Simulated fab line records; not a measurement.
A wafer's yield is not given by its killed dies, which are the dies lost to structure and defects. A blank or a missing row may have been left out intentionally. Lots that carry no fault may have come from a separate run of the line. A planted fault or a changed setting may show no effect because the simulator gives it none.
The same fault as seen by 3 desks ; flow n5 finfet ; every desk sees just its own numbers, and what lay behind them comes last

AT THE TOOL OWNER'S DESK: ald sin-01
The tool's own readings at N5_ILD0_ALD_15 (deposits SiNx, target thk 24 nm, pulse time 1 s, ald cycles 480): means of the sampled wafers that have a number, for each lot that ran on this tool. Marked OUT: a lot whose mean sits more than 4 standard deviations from the usual mean, which makes it out of limits; the brackets give that distance.
Columns: A = chamber pressure Torr at N5_ILD0_ALD_15, usual 2.000 Torr; B = heater power w at N5_ILD0_ALD_15, usual 863 W; C = precursor pulse height rel at N5_ILD0_ALD_15, usual 1.002
lot;first seen here;A;B;C
L989;day 3 18:44;1.999;831;1.014
L100;day 6 19:26;2.000;935;0.998
This desk's finding: nothing out of limits on any of the 2 lots.

FROM THE METROLOGY DESK
What the gauges read, lot by lot, whatever tool the lot ran on: means of the sampled wafers that have a number. Marked OUT: a lot whose mean sits more than 4 standard deviations from the usual mean, which makes it out of limits; the brackets give that distance. Of its 11 readings 7 are shown: those that lie furthest out on some lot.
Columns: A = thk nm at N5_ILD0_THK_MEAS_13, usual 18.2 nm; B = DIBL_N at N5_BEOL_M4_RC_MEAS_101, usual 36.4 mV/V; C = DIBL_P at N5_BEOL_M4_RC_MEAS_101, usual 36.4 mV/V; D = IOFF_N at N5_BEOL_M4_RC_MEAS_101, usual 0.156 nA/um; E = IOFF_P at N5_BEOL_M4_RC_MEAS_101, usual 0.210 nA/um; F = SS_P at N5_BEOL_M4_RC_MEAS_101, usual 73.3 mV/dec; G = VT_P at N5_BEOL_M4_RC_MEAS_101, usual -250.3 mV
lot;first seen here;A;B;C;D;E;F;G
L989;day 3 21:13;18.5;35.5;37.2;0.159;0.201;73.2;-251.0
L100;day 6 21:56;19.4;35.4;35.6;0.133;0.189;73.7;-253.7
L102;day 7 04:41;17.5;34.9;35.7;0.141;0.191;73.0;-254.0
L103;day 7 12:22;19.2;37.0;35.5;0.168;0.214;73.1;-248.3
L104;day 7 18:22;17.8;38.1;38.9;0.179;0.226;73.6;-249.7
L106;day 8 04:33;17.7;37.7;36.2;0.166;0.229;73.4;-248.3
L107;day 8 12:24;18.9;34.4;35.4;0.127;0.182;72.3;-251.4
L108;day 8 17:59;17.6;35.4;35.3;0.142;0.208;73.4;-249.2
L111;day 9 10:56;17.8;36.3;37.6;0.159;0.224;72.9;-249.1
This desk's finding: nothing out of limits on any of the 9 lots.

THE DEFECT DESK
Lot by lot, what the route's inspections counted, given as the mean of those sampled wafers with a number. Marked OUT: a lot whose mean sits more than 4 standard deviations from the usual mean, which makes it out of limits; the brackets give that distance.
Columns: A = raw defect count at N5_SD_ACTIVATION_INSPECT_02, usual 171
lot;first seen here;A
L989;day 3 14:58;134
L100;day 6 15:24;163
L102;day 6 22:27;138
L103;day 7 06:04;135
L104;day 7 11:30;183
L106;day 7 22:19;177
L107;day 8 05:59;214
L108;day 8 10:10;159
L111;day 9 04:42;232
This desk's finding: nothing out of limits on any of the 9 lots.

TAKEN TOGETHER
Nothing out of limits was seen by the tool owner's desk.
Metrology desk: nothing out of limits seen.
Nothing the defect desk looked at was out of limits.

WHAT THE SIMULATOR PUT IN
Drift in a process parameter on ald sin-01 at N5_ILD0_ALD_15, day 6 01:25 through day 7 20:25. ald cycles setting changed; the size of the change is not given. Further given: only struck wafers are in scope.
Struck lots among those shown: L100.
